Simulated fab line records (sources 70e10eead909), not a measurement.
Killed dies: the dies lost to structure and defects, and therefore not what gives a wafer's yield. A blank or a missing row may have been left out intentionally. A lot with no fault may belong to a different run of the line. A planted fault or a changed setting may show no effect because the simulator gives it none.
A struck lot beside a sound one -- flow nand_harc -- 30 out of 1159 route steps
Sound: wafers L246.2, L246.4, L246.5. Struck: wafers L254.3, L254.4, L254.5. At the end, the cause is stated.
Per side, at each step with rows, come the tool, then ch with its chambers, and then its first start. Under that, the readings that differ: sound wafers -- struck wafers -- difference of the means -- sigmas: that difference in standard deviations of wafers without a fault.
alike: same words and numbers on both sides, and readings whose means sit less than 2 such deviations apart. not compared: any withheld reading, any reading some wafer has no value for, any bound like >300 that may hide the same value, and any number with overlapping values for which the record gives no deviation.
The two part at a step that has a row with sigmas, a row that says differs or no value, or rows on one side only. Non-overlapping numbers with no deviation appear without sigmas and do not part them. A reading missing from all wafers of one side parts the sides only when that side holds two or more wafers.

first, 2 steps without rows for these wafers: NHARC_A_STAIRCASE_PRECLEAN_448 (cleans in SC1); NHARC_A_STAIRCASE_SRD_449.
NHARC_A_STAIRCASE_CMP_450: polishes SiO2, target thk 200 nm.
  sound on cmp-04 ch 0,1,3, day 14 10:07; struck on cmp-03 ch 0,2,3, day 16 00:20
  alike: motor_current_A
  not compared: pad_life_wafers
NHARC_A_STAIRCASE_CMP_152: polishes.
  sound on cmp-04 ch 0,1,3, day 14 10:11; struck on cmp-03 ch 0,2,3, day 16 00:24
  alike: motor_current_A
  not compared: pad_life_wafers
then, 5 steps without rows for these wafers: NHARC_A_STAIRCASE_SRD_154; NHARC_A_STAIRCASE_ETCH_403 (etches SiO2 in dHF, target depth 108.2 nm); NHARC_A_STAIRCASE_ETCHBACK_422 (etches the open film in CH3F/O2, target depth 40 nm, time 74.286 s); NHARC_A_STAIRCASE_ETCH_423 (etches SiO2 in dHF, target depth 30 nm); NHARC_A_STAIRCASE_ETCHBACK_157 (etches the open film in CH3F/O2, target depth 90 nm, time 167.14 s).
NHARC_A_STAIRCASE_STRIP_475: strips in O2, time 20 s.
  sound on rie_diel-13 ch 0,1,2; struck on rie_diel-07 ch 0,1,3, day 16 01:35
  alike: chamber_pressure_mTorr, drypump_motor_current_A, oes_product_au, rf_vpp_V, showerhead_plenum_p_Torr, throttle_valve_pct
  not compared: rf_hours_counter_h
NHARC_A_STAIRCASE_DEP_471: deposits SiO2, target thk 100 nm.
  sound on pecvd-01 ch 1,2, day 14 11:23; struck on pecvd-03 ch 1,2, day 16 01:44
  alike: heater_power_w, throttle_valve_pct
NHARC_A_STAIRCASE_CMP_472: polishes SiO2.
  sound on cmp-02 ch 1,3, day 14 11:42; struck on cmp-04 ch 0,1,2, day 16 01:57
  alike: motor_current_A
  not compared: pad_life_wafers
next, for these wafers, 1 step has no rows: NHARC_A_STAIRCASE_SRD_474.
NHARC_A_STAIRCASE_INSPECT_155:
  sound: defect_inspect-02 at day 14 12:02; struck: defect_inspect-01 at day 16 02:18
reading,sound,struck,difference,sigmas
raw_defect_count,544 701 923,1653 1486 1689,+887,+7
NHARC_A_SGD_CUT_DEP_00: deposits SiNx, target thk 50 nm.
  sound on pecvd-02 ch 1,2, day 14 12:10; struck on pecvd-02 ch 0,2, day 16 02:25
  alike: heater_power_w
then, 10 steps without rows for these wafers: NHARC_A_SGD_CUT_DEHYDRATE_01 (time 120 s); NHARC_A_SGD_CUT_HMDS_02 (time 30 s); NHARC_A_SGD_CUT_COAT_56 (time 75 s); NHARC_A_SGD_CUT_COAT_57 (time 65 s); NHARC_A_SGD_CUT_COAT_03 (resist thk 90 nm); NHARC_A_SGD_CUT_SOFTBAKE_04 (time 55 s); NHARC_A_SGD_CUT_EBR_05; NHARC_A_SGD_CUT_EXPOSE_06 (exposes mask SGD); NHARC_A_SGD_CUT_PEB_07 (peb time 65 s); NHARC_A_SGD_CUT_DEVELOP_08 (develop time 35 s).
NHARC_A_SGD_CUT_CD_MEAS_09: the cd target is 100 nm.
  sound on cd_sem-02 ch 0, day 14 12:50; struck on cd_sem-03 ch 0, day 16 03:05
  alike: cd_nm
NHARC_A_SGD_CUT_OVL_MEAS_10:
  sound: overlay-02 at day 14 12:55; struck: overlay-01 at day 16 03:11
  alike: overlay_x_nm, overlay_y_nm
NHARC_A_SGD_CUT_INSPECT_11:
  sound: defect_inspect-02 at day 14 12:58; struck: defect_inspect-01 at day 16 03:13
reading,sound,struck,difference,sigmas
raw_defect_count,6 5 9,1264 1233 1256,+1244,+99 or more
then, 1 step without rows for these wafers: NHARC_A_SGD_CUT_DESCUM_14 (chemistry O2, time 3 s).
-- the record jumps here: 6 days lie between the struck wafers' starts before and after (it left off in module A_SGD_CUT and takes up again in module END, whose first step shown is number 1159 of the route) --
NHARC_END_SORT_01:
  the record has rows for the struck wafers here (prober-01 ch 0, day 22 02:55) and none for the sound ones

WHERE THEY PART
At NHARC_A_STAIRCASE_INSPECT_155 first; at NHARC_END_SORT_01 last (within this record only).

WHY: what the simulator had put in
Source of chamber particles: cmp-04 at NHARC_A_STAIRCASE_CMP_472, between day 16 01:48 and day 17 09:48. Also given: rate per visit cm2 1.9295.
